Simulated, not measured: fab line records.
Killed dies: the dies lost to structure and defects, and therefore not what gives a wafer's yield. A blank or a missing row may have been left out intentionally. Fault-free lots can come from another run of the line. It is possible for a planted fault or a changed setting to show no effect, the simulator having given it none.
A lot that was struck, set against a sound lot    flow n5Finfet    16 steps out of a route of 1938
Sound: the wafers L639.4, L639.5, L639.6. Wafers struck: L651.2, L651.4, L651.6. At the end, the cause is stated.
At each step with rows: each side's tool, then ch and its chambers, then its first start. Under that, the readings that differ: sound wafers    struck wafers    difference of the means    sigmas: that difference in standard deviations of wafers without a fault.
alike: same words and numbers on both sides, and readings whose means sit less than 2 such deviations apart. not compared: any withheld reading, any reading some wafer has no value for, any bound like >300 that may hide the same value, and any number with overlapping values for which the record gives no deviation.
Wherever a step has rows on one side only, a row that says differs or no value, or a row with sigmas, the two part there. Non-overlapping numbers with no deviation appear without sigmas and do not part them. Lack of a reading on every wafer of one side parts them only where that side has two or more wafers.

first, 8 steps without rows for these wafers: N5_BEOL_M4_COAT_62 (time 60 s, resist thk 12 nm); N5_BEOL_M4_COAT_73 (time 60 s, resist thk 5 nm); N5_BEOL_M4_COAT_05 (resist thk 30 nm); N5_BEOL_M4_EBR_07; N5_BEOL_M4_SOFTBAKE_06 (time 60 s); N5_BEOL_M4_EXPOSE_08 (exposes mask M4); N5_BEOL_M4_PEB_09 (peb time 60 s); N5_BEOL_M4_DEVELOP_10 (develop time 30 s).
N5_BEOL_M4_CD_MEAS_11: target cd 16.79 nm.
  sound on cdSem-03 ch 0, day 9 07:46; struck on cdSem-03 ch 0, day 13 02:50
  alike: cdNm
N5_BEOL_M4_OVL_MEAS_12:
  sound on overlay-01 ch 0, day 9 07:49; struck on overlay-02 ch 0, day 13 02:52
  alike: M4_OVL
N5_BEOL_M4_INSPECT_13: inspects for defects (brightfield).
  struck on defectInspect-01, day 13 02:55; sound on defectInspect-01, day 9 07:52
  alike: rawDefectCount
N5_BEOL_M4_DESCUM_16: chemistry O2, time 7 s.
  sound on rieDiel-06 ch 0,1,2, day 9 07:53; struck on rieDiel-06 ch 0,1, day 13 03:10
  alike: drypumpMotorCurrentA, oesProductAu, rfFwdPowerW, rfVppV, showerheadPlenumPTorr, throttleValvePct
  not compared: rfHoursCounterH
N5_BEOL_M4_ETCH_74: etches underlayer in N2/H2, target depth 6.5 nm, time 5.2 s.
  sound on rieDiel-06 ch 0,1,2, day 9 07:56; struck on rieDiel-06 ch 0,1, day 13 03:11
reading            sound           struck          difference  sigmas
etchRfOnTimeS (s)  5.36 5.16 5.26  6.12 6.09 6.18  +0.87       +7
  alike: drypumpMotorCurrentA, oesProductAu, rfFwdPowerW, rfVppV, showerheadPlenumPTorr, throttleValvePct
  not compared: rfHoursCounterH
N5_BEOL_M4_ETCH_63: etches SiARC in CF4, target depth 15.6 nm, time 26 s.
  sound on rieDiel-06 ch 0,1,2, day 9 07:56; struck on rieDiel-06 ch 0,1, day 13 03:13
  alike: drypumpMotorCurrentA, etchRfOnTimeS, oesProductAu, rfFwdPowerW, rfVppV, showerheadPlenumPTorr, throttleValvePct
  not compared: rfHoursCounterH
N5_BEOL_M4_RC_MEAS_101:
  sound on prober-02 ch 0, day 9 17:32; struck on prober-01 ch 0, day 13 10:06
reading         sound           struck          difference  sigmas
IOFF_P (nA/um)  0.21 0.28 0.24  0.15 0.19 0.15  -0.08       -2
SS_P (mV/dec)   73.4 74.0 73.6  71.8 72.5 71.9  -1.6        -2
VT_P (mV)       -247 -245 -244  -256 -253 -253  -9          -2
  alike: DIBL_N, DIBL_P, IOFF_N, ION_N, ION_P, SS_N, VT_N
-- here the record skips 4 days between the struck wafers' starts before and after, leaving off in module BEOL_M4 and picking up in module PASSIVATION (first step shown: number 1936 of the route) --
N5_PASSIVATION_PROBE_49:
  record: rows for the struck wafers here (prober-02, day 17 20:40), none for the sound ones

WHERE THEY PART
Earliest at N5_BEOL_M4_ETCH_74; latest, in this record, at N5_PASSIVATION_PROBE_49.

WHY: whatever the simulator had introduced
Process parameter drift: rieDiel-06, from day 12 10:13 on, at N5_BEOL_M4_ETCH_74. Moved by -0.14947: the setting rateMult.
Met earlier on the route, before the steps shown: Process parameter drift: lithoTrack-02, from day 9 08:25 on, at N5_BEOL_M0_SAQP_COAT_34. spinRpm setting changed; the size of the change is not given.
